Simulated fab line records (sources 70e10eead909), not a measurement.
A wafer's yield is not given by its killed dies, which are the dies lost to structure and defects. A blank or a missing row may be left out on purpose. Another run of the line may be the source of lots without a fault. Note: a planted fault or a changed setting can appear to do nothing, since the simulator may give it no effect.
Matching of chambers || flow nand harc || rie diel-01 running NHARC_A_STAIRCASE_ETCHBACK_422: 4 sister chambers
The step etches the open film in CH3F/O2, target depth 40 nm, time 74.286 s. 8 wafers are shown with their chamber, then 7 later ones without.

WAFERS, EACH WITH ITS CHAMBER
{"wafer": "L075.4", "chamber": 0, "showerhead plenum p Torr (Torr)": 2.33, "drypump motor current A (A)": 5.4}
{"wafer": "L079.2", "chamber": 2, "showerhead plenum p Torr (Torr)": 2.53, "drypump motor current A (A)": 6.3}
{"wafer": "L079.6", "chamber": 0, "showerhead plenum p Torr (Torr)": 2.33, "drypump motor current A (A)": 5.5}
{"wafer": "L081.2", "chamber": 1, "showerhead plenum p Torr (Torr)": 2.34, "drypump motor current A (A)": 5.8}
{"wafer": "L081.5", "chamber": 3, "showerhead plenum p Torr (Torr)": 2.47, "drypump motor current A (A)": 5.6}
{"wafer": "L081.6", "chamber": 2, "showerhead plenum p Torr (Torr)": 2.52, "drypump motor current A (A)": 6.3}
{"wafer": "L082.1", "chamber": 1, "showerhead plenum p Torr (Torr)": 2.34, "drypump motor current A (A)": 5.8}
{"wafer": "L082.5", "chamber": 3, "showerhead plenum p Torr (Torr)": 2.47, "drypump motor current A (A)": 5.5}

WAFERS WITHOUT THEIR CHAMBER
{"wafer": "L082.6", "showerhead plenum p Torr (Torr)": 2.32, "drypump motor current A (A)": 5.4}
{"wafer": "L085.4", "showerhead plenum p Torr (Torr)": 2.52, "drypump motor current A (A)": 6.3}
{"wafer": "L085.5", "showerhead plenum p Torr (Torr)": 2.46, "drypump motor current A (A)": 5.5}
{"wafer": "L085.6", "showerhead plenum p Torr (Torr)": 2.32, "drypump motor current A (A)": 5.4}
{"wafer": "L093.1", "showerhead plenum p Torr (Torr)": 2.32, "drypump motor current A (A)": 5.4}
{"wafer": "L093.2", "showerhead plenum p Torr (Torr)": 2.46, "drypump motor current A (A)": 5.5}
{"wafer": "L093.6", "showerhead plenum p Torr (Torr)": 2.32, "drypump motor current A (A)": 5.4}

WHICH CHAMBER EACH WENT THROUGH
{"wafer": "L082.6", "from the rows above": 0, "in truth": 0}
{"wafer": "L085.4", "from the rows above": 2, "in truth": 2}
{"wafer": "L085.5", "from the rows above": 3, "in truth": 3}
{"wafer": "L085.6", "from the rows above": 0, "in truth": 0}
{"wafer": "L093.1", "from the rows above": 0, "in truth": 0}
{"wafer": "L093.2", "from the rows above": 3, "in truth": 3}
{"wafer": "L093.6", "from the rows above": 0, "in truth": 0}
Correct placement for 7 of the 7. Can't be placed from these rows: 0. Placed wrongly: 0.
How it was worked out, from the rows above alone: a wafer's distance from a chamber is the root of the sum, over the readings, of the square of ((its reading less the chamber's mean) divided by the reading's scatter). If the next closest chamber is less than 2 further off than the closest, the wafer can't be placed; otherwise it belongs to the closest. For every chamber, the mean is computed from those of its wafers that are shown. The scatter: take each reading less its chamber's mean, square it, sum over the shown wafers, divide by the number of wafers less the number of chambers, and take the root.
